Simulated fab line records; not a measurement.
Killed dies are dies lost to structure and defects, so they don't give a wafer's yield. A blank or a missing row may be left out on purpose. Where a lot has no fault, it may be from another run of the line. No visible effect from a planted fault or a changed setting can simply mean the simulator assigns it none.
Matching of chambers | flow n5 finfet | 4 sister chambers for N5_FIN_CUT_CUT_ETCH_28 on rie si-03
The step etches Si in HBr/Cl2/O2, target depth 6 nm, time 2.4 s. 22 wafers are shown with their chamber, then 11 later ones without.

== WAFERS WITH THEIR CHAMBER ==
wafer  | chamber | drypump motor current A (A) | throttle valve pct (%) | oes product au (a.u.)
L076.2 | 2       | 5.5                         | 37.4                   | 1.000
L076.4 | 3       | 6.5                         | 37.2                   | 1.008
L076.5 | 3       | 6.4                         | 37.2                   | 1.019
L080.1 | 2       | 5.5                         | 37.4                   | 1.001
L080.3 | 1       | 5.7                         | 36.8                   | 1.015
L080.4 | 1       | 5.7                         | 36.8                   | 1.008
L081.2 | 2       | 5.5                         | 37.5                   | 0.991
L081.5 | 0       | 5.4                         | 37.2                   | 0.981
L081.6 | 2       | 5.5                         | 37.4                   | 0.993
L082.2 | 0       | 5.4                         | 37.3                   | 0.983
L082.4 | 0       | 5.4                         | 37.3                   | 0.991
L082.6 | 2       | 5.5                         | 37.4                   | 0.996
L084.1 | 2       | 5.5                         | 37.5                   | 0.992
L084.3 | 3       | 6.4                         | 37.2                   | 1.009
L084.5 | 2       | 5.5                         | 37.5                   | 0.997
L087.4 | 1       | 5.7                         | 36.8                   | 1.007
L087.5 | 3       | 6.5                         | 37.2                   | 1.008
L087.6 | 0       | 5.4                         | 37.3                   | 0.978
L089.2 | 3       | 6.5                         | 37.2                   | 1.017
L089.4 | 1       | 5.7                         | 36.8                   | 1.008
L089.5 | 1       | 5.7                         | 36.8                   | 1.012
L091.1 | 0       | 5.4                         | 37.3                   | 0.984

SIGNATURES (averages over the wafers above)
reading                 | chamber 0 | chamber 1 | chamber 2 | chamber 3 | scatter within a chamber
drypump motor current A | 5.400     | 5.700     | 5.500     | 6.460     | 0.0258
throttle valve pct      | 37.280    | 36.800    | 37.443    | 37.200    | 0.0374
oes product au          | 0.98340   | 1.01000   | 0.99571   | 1.01220   | 0.00438
Rule: for each reading, subtract the chamber's mean from the wafer's reading, divide by that reading's scatter and square the result; add these up over the readings and take the root, which gives the wafer's distance from the chamber. The wafer belongs to the nearest chamber; if the next one is less than 2 further off, it can't be placed. How the scatter is found: for the shown wafers, subtract from each reading the mean of its chamber, square and add these, divide the total by (wafers less chambers), then take the root.

== WAFERS WITHOUT THEIR CHAMBER ==
wafer  | drypump motor current A (A) | throttle valve pct (%) | oes product au (a.u.)
L091.3 | 6.5                         | 37.2                   | 1.017
L091.4 | 5.7                         | 36.8                   | 1.008
L094.1 | 5.5                         | 37.4                   | 0.993
L094.2 | 5.7                         | 36.8                   | 1.011
L094.5 | 5.4                         | 37.2                   | 0.975
L095.2 | 5.7                         | 36.8                   | 1.005
L095.4 | 5.5                         | 37.4                   | 0.989
L095.5 | 5.7                         | 36.8                   | 1.010
L097.1 | 6.5                         | 37.2                   | 1.009
L097.2 | 5.5                         | 37.4                   | 1.000
L097.3 | 5.7                         | 36.9                   | 1.008

== WHICH CHAMBER EACH WENT THROUGH ==
wafer  | from the rows above | in truth
L091.3 | 3                   | 3
L091.4 | 1                   | 1
L094.1 | 2                   | 2
L094.2 | 1                   | 1
L094.5 | 0                   | 0
L095.2 | 1                   | 1
L095.4 | 2                   | 2
L095.5 | 1                   | 1
L097.1 | 3                   | 3
L097.2 | 2                   | 2
L097.3 | 1                   | 1
Correct placement for 11 of the 11. Left unplaced by these rows: 0. Placed wrongly: 0.
